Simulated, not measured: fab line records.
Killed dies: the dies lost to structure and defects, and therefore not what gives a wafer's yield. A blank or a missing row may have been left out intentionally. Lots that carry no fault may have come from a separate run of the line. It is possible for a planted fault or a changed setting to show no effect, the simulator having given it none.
2 desks, one fault || flow nand harc || each desk has only its own numbers; what lay behind them comes last

== THE TOOL OWNER'S DESK: pecvd onon-04 ==
The tool's own readings at NHARC_A_ONON_D2_DEP_16 (target thk 1000 nm): means of the sampled wafers that have a number, for each lot that ran on this tool. If a lot's mean is further than 4 standard deviations from the usual mean, the lot is out of limits and carries the mark OUT (the distance appears in the brackets).
Columns: A = nh3 flow sccm at NHARC_A_ONON_D2_DEP_16, usual 500.1 sccm
{"lot": "L619", "first seen here": "day 12 18:34", "A": 500.0}
{"lot": "L621", "first seen here": "day 13 13:25", "A": 500.8}
{"lot": "L623", "first seen here": "day 14 13:18", "A": 500.3}
{"lot": "L624", "first seen here": "day 14 19:49", "A": 498.7}
{"lot": "L625", "first seen here": "day 15 08:58", "A": 502.1}
{"lot": "L627", "first seen here": "day 15 15:28", "A": 499.8}
{"lot": "L628", "first seen here": "day 16 06:49", "A": 501.4}
{"lot": "L631", "first seen here": "day 17 06:16", "A": 500.1}
{"lot": "L640", "first seen here": "day 21 06:35", "A": 501.8}
{"lot": "L641", "first seen here": "day 23 13:55", "A": 499.1}
This desk's verdict: no lot among the 10 shows anything out of limits.

== FROM THE METROLOGY DESK ==
Lot by lot, what the gauges showed, no matter which tool ran the lot: averages of those sampled wafers that carry a number. If a lot's mean is further than 4 standard deviations from the usual mean, the lot is out of limits and carries the mark OUT (the distance appears in the brackets).
Columns: A = thk nm at NHARC_A_DECK1_JOINT_THK_MEAS_14, usual 51.0 nm; B = thk nm at NHARC_A_ONON_D2_THK_MEAS_08, usual 1001 nm; C = thk nm at NHARC_A_ONON_D2_THK_MEAS_18, usual 1000 nm
{"lot": "L619", "first seen here": "day 11 05:53", "A": 51.6, "B": 998, "C": 1000}
{"lot": "L621", "first seen here": "day 11 22:37", "A": 50.8, "B": 1005, "C": 1004}
{"lot": "L620", "first seen here": "day 11 22:38", "A": 52.4, "B": 1007, "C": 994}
{"lot": "L622", "first seen here": "day 12 11:27", "A": 52.6, "B": 994, "C": 1000}
{"lot": "L623", "first seen here": "day 12 21:44", "A": 51.9, "B": 1017, "C": 999}
{"lot": "L624", "first seen here": "day 13 11:17", "A": 50.0, "B": 997, "C": 981}
{"lot": "L625", "first seen here": "day 14 00:38", "A": 49.6, "B": 1007, "C": 1020}
{"lot": "L626", "first seen here": "day 14 08:05", "A": 49.1, "B": 983, "C": 996}
{"lot": "L627", "first seen here": "day 14 08:06", "A": 50.9, "B": 1012, "C": 995}
{"lot": "L628", "first seen here": "day 14 18:34", "A": 50.9, "B": 1004, "C": 978}
{"lot": "L631", "first seen here": "day 15 23:54", "A": 51.9, "B": 980, "C": 1004}
{"lot": "L640", "first seen here": "day 19 19:25", "A": 51.2, "B": 998, "C": "760 (-22) OUT"}
{"lot": "L641", "first seen here": "day 22 02:05", "A": 53.3, "B": 1001, "C": 989}
Finding of this desk: L640 out of limits; the first was L640 at day 21 07:02, on thk nm at NHARC_A_ONON_D2_THK_MEAS_18. L619, L621, L620, L622, L623, L624, L625, L626, L627, L628, L631, L641: within limits.

== PUT TOGETHER ==
The metrology desk could have raised an alarm at day 21 07:02, on L640.
The desk of the tool owner found nothing out of limits.
Tool owner's desk: L640 on record, inside its limits.
NHARC_A_ONON_D2_DEP_16 was run on pecvd onon-04 by each of the lots named.

== WHAT WAS PUT IN BY THE SIMULATOR ==
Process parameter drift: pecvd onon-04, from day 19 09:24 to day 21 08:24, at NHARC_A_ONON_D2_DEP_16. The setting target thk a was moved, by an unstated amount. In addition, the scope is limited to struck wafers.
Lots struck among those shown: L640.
Delay in hours, fault start to first out-of-limits reading, per desk: metrology desk 46.
